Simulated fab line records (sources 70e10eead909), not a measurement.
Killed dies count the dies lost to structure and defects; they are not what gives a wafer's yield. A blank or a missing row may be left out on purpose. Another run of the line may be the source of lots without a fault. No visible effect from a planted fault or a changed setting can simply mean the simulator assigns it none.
Which tool was responsible? || flow nandHarc || 6 lots with 18 wafers sampled at 5 steps, on a route of 1159 steps

## WHAT EACH GAUGE READ, for each wafer
NHARC_END_SORT_01.
{"lot": "L508", "measured": "day 20 03:54", "on": "prober-01", "killedShort": "1 0 2"}
{"lot": "L512", "measured": "day 21 13:43", "on": "prober-01", "killedShort": "0 2 2"}
{"lot": "L514", "measured": "day 22 05:23", "on": "prober-01", "killedShort": "1 0 3"}
{"lot": "L521", "measured": "day 24 02:55", "on": "prober-02", "killedShort": "0 1 2"}

## WHAT TOOL EACH LOT RAN ON (gives the tool, then ch and the chambers of the sampled wafers, and finally the start)
{"lot": "L508", "NHARC_A_STAIRCASE_ETCH_292": "rieDiel-04 ch 0,2,3, day 12 11:02", "NHARC_A_STAIRCASE_DEP_301": "pecvd-04 ch 0,1, day 12 16:25", "NHARC_A_STAIRCASE_ETCH_453": "rieDiel-12 ch 1,3, day 12 18:35 or earlier", "NHARC_A_STAIRCASE_STRIP_317": "wetBench-07 ch 2,3,7, day 12 18:35"}
{"lot": "L512", "NHARC_A_STAIRCASE_ETCH_292": "rieDiel-12 ch 2,3, day 13 20:01", "NHARC_A_STAIRCASE_DEP_301": "pecvd-03 ch 0,1,2, day 14 00:58", "NHARC_A_STAIRCASE_ETCH_453": "rieDiel-04 ch 2,3, day 14 03:18 or earlier", "NHARC_A_STAIRCASE_STRIP_317": "wetBench-03 ch 1,2,6, day 14 03:18"}
{"lot": "L514", "NHARC_A_STAIRCASE_ETCH_292": "rieDiel-08 ch 0,3, day 14 21:41", "NHARC_A_STAIRCASE_DEP_301": "pecvd-01 ch 0,2, day 15 02:36", "NHARC_A_STAIRCASE_ETCH_453": "rieDiel-12 ch 1,3, day 15 05:02 or earlier", "NHARC_A_STAIRCASE_STRIP_317": "wetBench-07 ch 1,5,7, day 15 05:02"}
{"lot": "L521", "NHARC_A_STAIRCASE_ETCH_292": "rieDiel-04 ch 1,2,3, day 15 20:05", "NHARC_A_STAIRCASE_DEP_301": "pecvd-01 ch 0,1,2, day 16 02:44", "NHARC_A_STAIRCASE_ETCH_453": "rieDiel-04 ch 0,1, day 16 05:02 or earlier", "NHARC_A_STAIRCASE_STRIP_317": "wetBench-03 ch 0,3,6, day 16 05:02"}
{"lot": "L524", "NHARC_A_STAIRCASE_ETCH_292": "rieDiel-12 ch 1,2,3, day 16 15:58", "NHARC_A_STAIRCASE_DEP_301": "pecvd-01 ch 1,2, day 16 20:53", "NHARC_A_STAIRCASE_ETCH_453": "rieDiel-08 ch 0,2,3, day 17 01:19 or earlier", "NHARC_A_STAIRCASE_STRIP_317": "wetBench-03 ch 2,3,5, day 17 01:19"}
{"lot": "L525", "NHARC_A_STAIRCASE_ETCH_292": "rieDiel-08 ch 2,3, day 17 10:36", "NHARC_A_STAIRCASE_DEP_301": "pecvd-01 ch 0,1, day 17 16:20", "NHARC_A_STAIRCASE_ETCH_453": "rieDiel-08 ch 0,3, day 17 18:37 or earlier", "NHARC_A_STAIRCASE_STRIP_317": "wetBench-03 ch 1,2,3, day 17 18:37"}
- NHARC_A_STAIRCASE_ETCH_292: etches the open film in CF4/CHF3.
- NHARC_A_STAIRCASE_DEP_301: deposits SiON, target thk 30 nm.
- NHARC_A_STAIRCASE_ETCH_453: etches the open film in CF4/O2, target depth 30 nm, overetch 3 nm, time 16.5 s.
- NHARC_A_STAIRCASE_STRIP_317: strips in SPM, time 900 s.

## THE ANSWER, worked out from the rows above alone
Rule: what is usual is taken from the lots themselves. The widest of any qualifying gaps counts: lots, ordered by their means at a reading, are off when they make up no more than a third of the lots, leave a main group of 4 or more, and stand apart from it by 3 or more times the standard deviation of that group's means. A main group whose means are all the same, to the digits that the tables above print for the reading, isn't used. A lot without any number at a reading at which 4 lots or more have one is off too. Where the step has rows for the other lots, those lots are counted as sound.
Nothing can be told from this: no lot is off at any reading shown.

## WHAT THE SIMULATOR HAD INSERTED
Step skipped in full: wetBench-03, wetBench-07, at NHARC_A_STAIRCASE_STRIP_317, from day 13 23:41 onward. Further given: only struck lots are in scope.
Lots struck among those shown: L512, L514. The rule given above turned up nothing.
